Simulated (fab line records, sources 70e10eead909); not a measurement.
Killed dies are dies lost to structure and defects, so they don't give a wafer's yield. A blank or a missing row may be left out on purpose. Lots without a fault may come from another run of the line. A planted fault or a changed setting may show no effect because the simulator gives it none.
Tool commonality check | flow nand_harc | 14 lots, 42 wafers sampled

WHY IT WAS OPENED
At NHARC_A_BONDPAD_THK_MEAS_20 the reading thk_nm is flagged on 2 of 14 lots. Wafers without a fault read 170.0 nm, standard deviation 1.5.
Rule: a lot is flagged when every wafer of it that has a number lies more than 4 standard deviations from that mean, or none has a number. The other lots count as sound.

lot  | measured     | on            | thk_nm (nm), wafer by wafer | flag
L801 | day 17 15:05 | film_metro-01 | 167.6 168.4 170.5           |
L802 | day 18 05:32 | film_metro-01 | 170.2 172.5 171.8           |
L807 | day 18 15:57 | film_metro-02 | 166.6 169.5 170.5           |
L806 | day 18 16:44 | film_metro-02 | 169.6 168.4 170.2           |
L805 | day 18 21:10 | film_metro-01 | 171.5 168.2 169.3           |
L808 | day 19 16:14 | film_metro-02 | 167.9 169.9 170.1           |
L810 | day 20 01:39 | film_metro-01 | 170.9 170.2 170.6           |
L813 | day 20 17:09 | film_metro-01 | 170.8 171.6 171.5           |
L818 | day 22 10:27 | film_metro-01 | 30.1 31.8 30.1              | FLAGGED
L819 | day 22 13:28 | film_metro-01 | 30.8 29.2 31.2              | FLAGGED
L821 | day 23 05:45 | film_metro-02 | 169.7 170.0 174.1           |
L822 | day 23 10:45 | film_metro-02 | 169.7 170.5 169.7           |
L823 | day 23 20:13 | film_metro-02 | 168.2 169.4 170.0           |
L824 | day 24 00:35 | film_metro-02 | 170.2 167.8 169.0           |
The numbers of the flagged lots are 30.5 nm on average: -139.5 nm against the usual, or -93 standard deviations.

WHICH TOOL RAN EACH LOT
The record holds 3 process steps before the reading, out of a route of 1159 steps. In each cell: the tool, then ch and the chambers that the sampled wafers went through, then the start.
lot  | flag    | NHARC_A_M1_PRE_CLEAN_32         | NHARC_A_BONDPAD_ETCH_34            | NHARC_A_BONDPAD_ECD_18
L801 |         | pecvd-04 ch 0,1,2, day 17 10:16 | rie_diel-06 ch 0,1,3, day 17 12:24 | ecd_cu-01 ch 0,1, day 17 14:11
L802 |         | pecvd-04 ch 0,2, day 18 01:08   | rie_diel-06 ch 0,1, day 18 03:15   | ecd_cu-01 ch 0,1, day 18 04:32
L807 |         | pecvd-03 ch 0,1, day 18 11:30   | rie_diel-10 ch 1,2,3, day 18 13:40 | ecd_cu-01 ch 0,1, day 18 14:54
L806 |         | pecvd-02 ch 0,2, day 18 12:08   | rie_diel-10 ch 0,1, day 18 14:26   | ecd_cu-01 ch 0, day 18 15:41
L805 |         | pecvd-04 ch 0,1,2, day 18 16:28 | rie_diel-03 ch 1,2,3, day 18 18:49 | ecd_cu-01 ch 0,1, day 18 20:08
L808 |         | pecvd-02 ch 0,1, day 19 11:44   | rie_diel-06 ch 0,1,2, day 19 13:53 | ecd_cu-02 ch 0,1, day 19 15:14
L810 |         | pecvd-04 ch 0,2, day 19 21:13   | rie_diel-06 ch 2,3, day 19 23:23   | ecd_cu-01 ch 0,1, day 20 00:36
L813 |         | pecvd-03 ch 0,1,2, day 20 12:43 | rie_diel-06 ch 0,1,2, day 20 14:52 | ecd_cu-01 ch 0,1, day 20 16:06
L818 | FLAGGED | pecvd-03 ch 0,1,2, day 22 06:02 | rie_diel-06 ch 0,2,3, day 22 08:11 | ecd_cu-01 ch 0,1, day 22 09:34
L819 | FLAGGED | pecvd-03 ch 0,1,2, day 22 09:04 | rie_diel-06 ch 2,3, day 22 11:13   | ecd_cu-01 ch 0,1, day 22 12:29
L821 |         | pecvd-02 ch 1,2, day 23 01:20   | rie_diel-06 ch 0,1,2, day 23 03:30 | ecd_cu-01 ch 0,1, day 23 04:43
L822 |         | pecvd-04 ch 0,1,2, day 23 06:20 | rie_diel-06 ch 0,2,3, day 23 08:28 | ecd_cu-01 ch 0,1, day 23 09:43
L823 |         | pecvd-04 ch 1,2, day 23 15:48   | rie_diel-06 ch 1,2, day 23 17:57   | ecd_cu-01 ch 0,1, day 23 19:10
L824 |         | pecvd-04 ch 0,1,2, day 23 20:14 | rie_diel-06 ch 0,1,3, day 23 22:16 | ecd_cu-02 ch 0, day 23 23:28
What these steps do:
- NHARC_A_M1_PRE_CLEAN_32: time 12 s.
- NHARC_A_BONDPAD_ETCH_34: etches the open film in N2/H2, target depth 60 nm, overetch 18 nm, time 65.91 s.
- NHARC_A_BONDPAD_ECD_18: material Cu, target thk 400 nm.
- NHARC_A_BONDPAD_THK_MEAS_20: measures by xrf.

FLAGGED OVER TOTAL, TOOL BY TOOL (the gauges that took the reading come last)
step                        | tool          | lots run | flagged | share of the flagged lots | sound lots run after its first flagged lot
NHARC_A_M1_PRE_CLEAN_32     | pecvd-02      | 3        | 0       | none                      | -
NHARC_A_M1_PRE_CLEAN_32     | pecvd-03      | 4        | 2       | all                       | 0
NHARC_A_M1_PRE_CLEAN_32     | pecvd-04      | 7        | 0       | none                      | -
NHARC_A_BONDPAD_ETCH_34     | rie_diel-03   | 1        | 0       | none                      | -
NHARC_A_BONDPAD_ETCH_34     | rie_diel-06   | 11       | 2       | all                       | 4 (L821,L822,L823,L824)
NHARC_A_BONDPAD_ETCH_34     | rie_diel-10   | 2        | 0       | none                      | -
NHARC_A_BONDPAD_ECD_18      | ecd_cu-01     | 12       | 2       | all                       | 3 (L821,L822,L823)
NHARC_A_BONDPAD_ECD_18      | ecd_cu-02     | 2        | 0       | none                      | -
NHARC_A_BONDPAD_THK_MEAS_20 | film_metro-01 | 7        | 2       | all                       | 0
NHARC_A_BONDPAD_THK_MEAS_20 | film_metro-02 | 7        | 0       | none                      | -

WHAT THE TABLE ALLOWS
4 rows of the table ran every flagged lot: pecvd-03 at NHARC_A_M1_PRE_CLEAN_32, rie_diel-06 at NHARC_A_BONDPAD_ETCH_34, ecd_cu-01 at NHARC_A_BONDPAD_ECD_18, film_metro-01 at NHARC_A_BONDPAD_THK_MEAS_20.
- pecvd-03 at NHARC_A_M1_PRE_CLEAN_32: 2 of its 4 lots flagged. Its last sound lot is L813 (day 20 12:43), its first flagged lot L818 (day 22 06:02): a fault that began between those two fits.
- rie_diel-06 at NHARC_A_BONDPAD_ETCH_34: 2 of its 11 lots flagged. Sound lots ran on it after the first flagged one (L821, L822, L823, L824), which a lasting fault on the whole tool wouldn't allow.
- ecd_cu-01 at NHARC_A_BONDPAD_ECD_18: 2 of its 12 lots flagged. Sound lots ran on it after the first flagged one (L821, L822, L823), which a lasting fault on the whole tool wouldn't allow. On the flagged lots its readings are blank where sound lots have values: bath_heat_duty_pct, bath_temp_c.
- film_metro-01 at NHARC_A_BONDPAD_THK_MEAS_20: 2 of its 7 lots flagged. Its last sound lot is L813 (day 20 17:09), its first flagged lot L818 (day 22 10:27): a fault that began between those two fits.
Counting lots can't tell these 2 tools apart, because each fits a fault that began at some hour. More lots, or a look at what each step does to the wafer, might.

WHAT THE SIMULATOR HAD PUT IN
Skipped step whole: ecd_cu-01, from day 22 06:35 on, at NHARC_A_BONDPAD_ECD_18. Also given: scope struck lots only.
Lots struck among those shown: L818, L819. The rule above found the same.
